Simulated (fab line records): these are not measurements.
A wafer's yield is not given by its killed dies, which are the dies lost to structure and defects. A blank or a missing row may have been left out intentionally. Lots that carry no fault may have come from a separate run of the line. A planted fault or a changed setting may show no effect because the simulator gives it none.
Which of the tools did it? || flow nandHarc || 14 lots with 42 wafers sampled at 4 steps, on a route of 1302 steps

## WHAT THE GAUGES SHOWED, per wafer
The record holds no reading of a measuring or inspecting step that can be judged against a usual standard deviation.

## EACH LOT AND THE TOOL THAT RAN IT (in order: tool; ch and the chambers of the sampled wafers; start)
{"lot": "L441", "NHARC_A_M0_PVD_20": "pvdSputter-01, day 22 19:26 or earlier", "NHARC_A_M0_ANNEAL_30": "rtpAnneal-01 ch 0, day 22 19:26", "NHARC_A_M1_DEVELOP_08": "lithoTrack-01 ch 0, day 22 21:00", "NHARC_A_M1_DESCUM_14": "rieDiel-01 ch 1,2, day 22 21:50"}
{"lot": "L444", "NHARC_A_M0_PVD_20": "pvdSputter-01, day 23 17:38 or earlier", "NHARC_A_M0_ANNEAL_30": "rtpAnneal-02 ch 0, day 23 17:38", "NHARC_A_M1_DEVELOP_08": "lithoTrack-04 ch 0, day 23 20:00", "NHARC_A_M1_DESCUM_14": "rieDiel-01 ch 0,3, day 23 20:25"}
{"lot": "L446", "NHARC_A_M0_PVD_20": "pvdSputter-03, day 24 08:50 or earlier", "NHARC_A_M0_ANNEAL_30": "rtpAnneal-02 ch 0, day 24 08:50", "NHARC_A_M1_DEVELOP_08": "lithoTrack-06 ch 0, day 24 10:00", "NHARC_A_M1_DESCUM_14": "rieDiel-02 ch 0,2, day 24 11:11"}
{"lot": "L447", "NHARC_A_M0_PVD_20": "pvdSputter-03, day 24 22:15 or earlier", "NHARC_A_M0_ANNEAL_30": "rtpAnneal-02 ch 0, day 24 22:15", "NHARC_A_M1_DEVELOP_08": "lithoTrack-01 ch 0, day 25 00:00", "NHARC_A_M1_DESCUM_14": "rieDiel-01 ch 0,2,3, day 25 00:39"}
{"lot": "L450", "NHARC_A_M0_PVD_20": "pvdSputter-01, day 26 20:57 or earlier", "NHARC_A_M0_ANNEAL_30": "rtpAnneal-02 ch 0, day 26 20:57", "NHARC_A_M1_DEVELOP_08": "lithoTrack-04 ch 0, day 26 22:00", "NHARC_A_M1_DESCUM_14": "rieDiel-02 ch 0,1,3, day 26 23:11"}
{"lot": "L456", "NHARC_A_M0_PVD_20": "pvdSputter-02, day 28 22:39 or earlier", "NHARC_A_M0_ANNEAL_30": "rtpAnneal-01 ch 0, day 28 22:39", "NHARC_A_M1_DEVELOP_08": "lithoTrack-06, day 29 00:00", "NHARC_A_M1_DESCUM_14": "rieDiel-01 ch 0,2,3, day 29 00:55"}
{"lot": "L455", "NHARC_A_M0_PVD_20": "pvdSputter-03, day 29 01:24 or earlier", "NHARC_A_M0_ANNEAL_30": "rtpAnneal-02 ch 0, day 29 01:24", "NHARC_A_M1_DEVELOP_08": "lithoTrack-01, day 29 03:00", "NHARC_A_M1_DESCUM_14": "rieDiel-02 ch 2,3, day 29 03:40"}
{"lot": "L458", "NHARC_A_M0_PVD_20": "pvdSputter-03, day 30 09:39 or earlier", "NHARC_A_M0_ANNEAL_30": "rtpAnneal-01 ch 0, day 30 09:39", "NHARC_A_M1_DEVELOP_08": "lithoTrack-04 ch 0, day 30 11:00", "NHARC_A_M1_DESCUM_14": "rieDiel-01 ch 0,1,2, day 30 12:03"}
{"lot": "L459", "NHARC_A_M0_PVD_20": "pvdSputter-02, day 30 17:27 or earlier", "NHARC_A_M0_ANNEAL_30": "rtpAnneal-01 ch 0, day 30 17:27", "NHARC_A_M1_DEVELOP_08": "lithoTrack-06 ch 0, day 30 19:00", "NHARC_A_M1_DESCUM_14": "rieDiel-02 ch 2,3, day 30 19:40"}
{"lot": "L462", "NHARC_A_M0_PVD_20": "pvdSputter-02, day 31 00:17 or earlier", "NHARC_A_M0_ANNEAL_30": "rtpAnneal-02 ch 0, day 31 00:17", "NHARC_A_M1_DEVELOP_08": "lithoTrack-06 ch 0, day 31 02:00", "NHARC_A_M1_DESCUM_14": "rieDiel-01 ch 2,3, day 31 02:40"}
{"lot": "L461", "NHARC_A_M0_PVD_20": "pvdSputter-02, day 31 02:08 or earlier", "NHARC_A_M0_ANNEAL_30": "rtpAnneal-01 ch 0, day 31 02:08", "NHARC_A_M1_DEVELOP_08": "lithoTrack-04 ch 0, day 31 04:00", "NHARC_A_M1_DESCUM_14": "rieDiel-02 ch 1,2,3, day 31 04:22"}
{"lot": "L463", "NHARC_A_M0_PVD_20": "pvdSputter-02, day 31 15:10 or earlier", "NHARC_A_M0_ANNEAL_30": "rtpAnneal-02 ch 0, day 31 15:10", "NHARC_A_M1_DEVELOP_08": "lithoTrack-04 ch 0, day 31 17:00", "NHARC_A_M1_DESCUM_14": "rieDiel-02 ch 0,1,2, day 31 17:27"}
{"lot": "L460", "NHARC_A_M0_PVD_20": "pvdSputter-03, day 31 16:45 or earlier", "NHARC_A_M0_ANNEAL_30": "rtpAnneal-02 ch 0, day 31 16:45", "NHARC_A_M1_DEVELOP_08": "lithoTrack-04 ch 0, day 31 19:00", "NHARC_A_M1_DESCUM_14": "rieDiel-02 ch 0,2,3, day 31 19:34"}
{"lot": "L464", "NHARC_A_M0_PVD_20": "pvdSputter-02, day 32 06:02 or earlier", "NHARC_A_M0_ANNEAL_30": "rtpAnneal-01 ch 0, day 32 06:02", "NHARC_A_M1_DEVELOP_08": "lithoTrack-06 ch 0, day 32 08:00", "NHARC_A_M1_DESCUM_14": "rieDiel-01 ch 0,1, day 32 08:27"}
- NHARC_A_M0_PVD_20: deposits TaN, target thk 5 nm, time 8.06 s.
- NHARC_A_M0_ANNEAL_30: time 90 s.
- NHARC_A_M1_DEVELOP_08: develop time 35 s.
- NHARC_A_M1_DESCUM_14: chemistry O2, time 3 s.

## WHAT THE TOOLS THEMSELVES READ (means of the sampled wafers that have a number; where no wafer has one, the mark that the record gives instead)
NHARC_A_M0_PVD_20.
{"lot": "L441", "tool": "pvdSputter-01", "biasV (V)": 169.0, "substrateTempC (C)": 50.13, "throttleValvePct (%)": 30.8}
{"lot": "L444", "tool": "pvdSputter-01", "biasV (V)": 167.4, "substrateTempC (C)": 50.04, "throttleValvePct (%)": 31.2}
{"lot": "L446", "tool": "pvdSputter-03", "biasV (V)": 169.8, "substrateTempC (C)": 50.05, "throttleValvePct (%)": 30.3}
{"lot": "L447", "tool": "pvdSputter-03", "biasV (V)": 169.0, "substrateTempC (C)": 49.99, "throttleValvePct (%)": 30.8}
{"lot": "L450", "tool": "pvdSputter-01", "biasV (V)": 166.6, "substrateTempC (C)": 50.03, "throttleValvePct (%)": 31.0}
{"lot": "L456", "tool": "pvdSputter-02", "biasV (V)": 169.1, "substrateTempC (C)": 49.97, "throttleValvePct (%)": 30.0}
{"lot": "L455", "tool": "pvdSputter-03", "biasV (V)": 169.3, "substrateTempC (C)": 50.00, "throttleValvePct (%)": 30.1}
{"lot": "L458", "tool": "pvdSputter-03", "biasV (V)": 169.1, "substrateTempC (C)": 49.99, "throttleValvePct (%)": 30.3}
{"lot": "L459", "tool": "pvdSputter-02", "biasV (V)": 167.4, "substrateTempC (C)": 49.97, "throttleValvePct (%)": 29.9}
{"lot": "L462", "tool": "pvdSputter-02", "biasV (V)": 168.4, "substrateTempC (C)": 50.03, "throttleValvePct (%)": 29.9}
{"lot": "L461", "tool": "pvdSputter-02", "biasV (V)": 167.0, "substrateTempC (C)": 49.96, "throttleValvePct (%)": 29.7}
{"lot": "L463", "tool": "pvdSputter-02", "biasV (V)": 168.3, "substrateTempC (C)": 49.87, "throttleValvePct (%)": 29.7}
{"lot": "L460", "tool": "pvdSputter-03", "biasV (V)": 168.6, "substrateTempC (C)": 50.00, "throttleValvePct (%)": 30.3}
{"lot": "L464", "tool": "pvdSputter-02", "biasV (V)": 168.6, "substrateTempC (C)": 50.05, "throttleValvePct (%)": 29.8}

NHARC_A_M0_ANNEAL_30.
{"lot": "L441", "tool": "rtpAnneal-01", "wafer_temp_C_max": 226.03}
{"lot": "L444", "tool": "rtpAnneal-02", "wafer_temp_C_max": 226.00}
{"lot": "L446", "tool": "rtpAnneal-02", "wafer_temp_C_max": 226.10}
{"lot": "L447", "tool": "rtpAnneal-02", "wafer_temp_C_max": 225.98}
{"lot": "L450", "tool": "rtpAnneal-02", "wafer_temp_C_max": 226.25}
{"lot": "L456", "tool": "rtpAnneal-01", "wafer_temp_C_max": 226.07}
{"lot": "L455", "tool": "rtpAnneal-02", "wafer_temp_C_max": 225.97}
{"lot": "L458", "tool": "rtpAnneal-01", "wafer_temp_C_max": 225.97}
{"lot": "L459", "tool": "rtpAnneal-01", "wafer_temp_C_max": 225.96}
{"lot": "L462", "tool": "rtpAnneal-02", "wafer_temp_C_max": 225.76}
{"lot": "L461", "tool": "rtpAnneal-01", "wafer_temp_C_max": 226.06}
{"lot": "L463", "tool": "rtpAnneal-02", "wafer_temp_C_max": 225.86}
{"lot": "L460", "tool": "rtpAnneal-02", "wafer_temp_C_max": 226.14}
{"lot": "L464", "tool": "rtpAnneal-01", "wafer_temp_C_max": 226.17}

NHARC_A_M1_DEVELOP_08.
{"lot": "L441", "tool": "lithoTrack-01", "chillPlateTempC (C)": 23.01}
{"lot": "L444", "tool": "lithoTrack-04", "chillPlateTempC (C)": 23.10}
{"lot": "L446", "tool": "lithoTrack-06", "chillPlateTempC (C)": 23.03}
{"lot": "L447", "tool": "lithoTrack-01", "chillPlateTempC (C)": 22.89}
{"lot": "L450", "tool": "lithoTrack-04", "chillPlateTempC (C)": 22.95}
{"lot": "L456", "tool": "lithoTrack-06", "chillPlateTempC (C)": "-"}
{"lot": "L455", "tool": "lithoTrack-01", "chillPlateTempC (C)": "-"}
{"lot": "L458", "tool": "lithoTrack-04", "chillPlateTempC (C)": 23.04}
{"lot": "L459", "tool": "lithoTrack-06", "chillPlateTempC (C)": 22.96}
{"lot": "L462", "tool": "lithoTrack-06", "chillPlateTempC (C)": 22.95}
{"lot": "L461", "tool": "lithoTrack-04", "chillPlateTempC (C)": 23.04}
{"lot": "L463", "tool": "lithoTrack-04", "chillPlateTempC (C)": 23.11}
{"lot": "L460", "tool": "lithoTrack-04", "chillPlateTempC (C)": 22.96}
{"lot": "L464", "tool": "lithoTrack-06", "chillPlateTempC (C)": 22.91}

NHARC_A_M1_DESCUM_14.
{"lot": "L441", "tool": "rieDiel-01", "drypumpMotorCurrentA (A)": 6.0, "oesProductAu (a.u.)": 1.001, "rfVppV (V)": 57.1, "showerheadPlenumPTorr (Torr)": 1.87, "throttleValvePct (%)": 11.317}
{"lot": "L444", "tool": "rieDiel-01", "drypumpMotorCurrentA (A)": 6.1, "oesProductAu (a.u.)": 0.993, "rfVppV (V)": 57.4, "showerheadPlenumPTorr (Torr)": 1.98, "throttleValvePct (%)": 11.319}
{"lot": "L446", "tool": "rieDiel-02", "drypumpMotorCurrentA (A)": 5.4, "oesProductAu (a.u.)": 1.009, "rfVppV (V)": 57.5, "showerheadPlenumPTorr (Torr)": 1.90, "throttleValvePct (%)": 11.313}
{"lot": "L447", "tool": "rieDiel-01", "drypumpMotorCurrentA (A)": 5.8, "oesProductAu (a.u.)": 1.000, "rfVppV (V)": 57.4, "showerheadPlenumPTorr (Torr)": 1.94, "throttleValvePct (%)": 11.312}
{"lot": "L450", "tool": "rieDiel-02", "drypumpMotorCurrentA (A)": 6.1, "oesProductAu (a.u.)": 1.007, "rfVppV (V)": 57.3, "showerheadPlenumPTorr (Torr)": 1.93, "throttleValvePct (%)": 11.306}
{"lot": "L456", "tool": "rieDiel-01", "drypumpMotorCurrentA (A)": 5.9, "oesProductAu (a.u.)": 1.007, "rfVppV (V)": 57.5, "showerheadPlenumPTorr (Torr)": 1.94, "throttleValvePct (%)": 11.314}
{"lot": "L455", "tool": "rieDiel-02", "drypumpMotorCurrentA (A)": 5.5, "oesProductAu (a.u.)": 1.009, "rfVppV (V)": 58.4, "showerheadPlenumPTorr (Torr)": 1.97, "throttleValvePct (%)": 11.295}
{"lot": "L458", "tool": "rieDiel-01", "drypumpMotorCurrentA (A)": 5.7, "oesProductAu (a.u.)": 1.000, "rfVppV (V)": 57.8, "showerheadPlenumPTorr (Torr)": 1.88, "throttleValvePct (%)": 11.314}
{"lot": "L459", "tool": "rieDiel-02", "drypumpMotorCurrentA (A)": 5.3, "oesProductAu (a.u.)": 1.007, "rfVppV (V)": 58.0, "showerheadPlenumPTorr (Torr)": 1.92, "throttleValvePct (%)": 11.311}
{"lot": "L462", "tool": "rieDiel-01", "drypumpMotorCurrentA (A)": 6.1, "oesProductAu (a.u.)": 0.995, "rfVppV (V)": 57.8, "showerheadPlenumPTorr (Torr)": 1.95, "throttleValvePct (%)": 11.320}
{"lot": "L461", "tool": "rieDiel-02", "drypumpMotorCurrentA (A)": 5.8, "oesProductAu (a.u.)": 1.001, "rfVppV (V)": 57.8, "showerheadPlenumPTorr (Torr)": 1.91, "throttleValvePct (%)": 11.311}
{"lot": "L463", "tool": "rieDiel-02", "drypumpMotorCurrentA (A)": 5.9, "oesProductAu (a.u.)": 0.997, "rfVppV (V)": 57.5, "showerheadPlenumPTorr (Torr)": 1.88, "throttleValvePct (%)": 11.300}
{"lot": "L460", "tool": "rieDiel-02", "drypumpMotorCurrentA (A)": 5.6, "oesProductAu (a.u.)": 1.004, "rfVppV (V)": 57.6, "showerheadPlenumPTorr (Torr)": 1.94, "throttleValvePct (%)": 11.314}
{"lot": "L464", "tool": "rieDiel-01", "drypumpMotorCurrentA (A)": 5.8, "oesProductAu (a.u.)": 1.002, "rfVppV (V)": 56.6, "showerheadPlenumPTorr (Torr)": 1.86, "throttleValvePct (%)": 11.307}

## THE ANSWER, worked out from the rows above alone
Rule: the usual values come from the lots themselves. Put in order of their means at a reading, lots are off if they are a third of the lots or fewer, leave a main group of 4 or more, and stand apart from it by a gap of 3 or more times the standard deviation of the main group's means; of several such gaps the widest counts. A main group whose means are all the same, to the digits that the tables above print for the reading, isn't used. A lot without any number at a reading at which 4 lots or more have one is off too. All remaining lots with rows at the step are treated as sound. Order of review: gauges by route order, followed by the tools' own readings, for which a lot's mean as printed above is used. At the first step where some lot is off, the reading lying furthest off is the one used; lots without a number count as furthest.
Off, at NHARC_A_M1_DEVELOP_08 on chillPlateTempC: L456, L455. Without a number there: L456, L455. Main group: mean 23.00 C, sd 0.067.
A tool fits if, at that step or a process step before it, it ran every lot that is off, and no sound lot after the first of them. Because NHARC_A_M0_PVD_20 lacks a start for some lots, the hours and order of its lots are taken from NHARC_A_M0_ANNEAL_30. Of those tried, none fits.

## WHAT HAD BEEN PUT IN BY THE SIMULATOR
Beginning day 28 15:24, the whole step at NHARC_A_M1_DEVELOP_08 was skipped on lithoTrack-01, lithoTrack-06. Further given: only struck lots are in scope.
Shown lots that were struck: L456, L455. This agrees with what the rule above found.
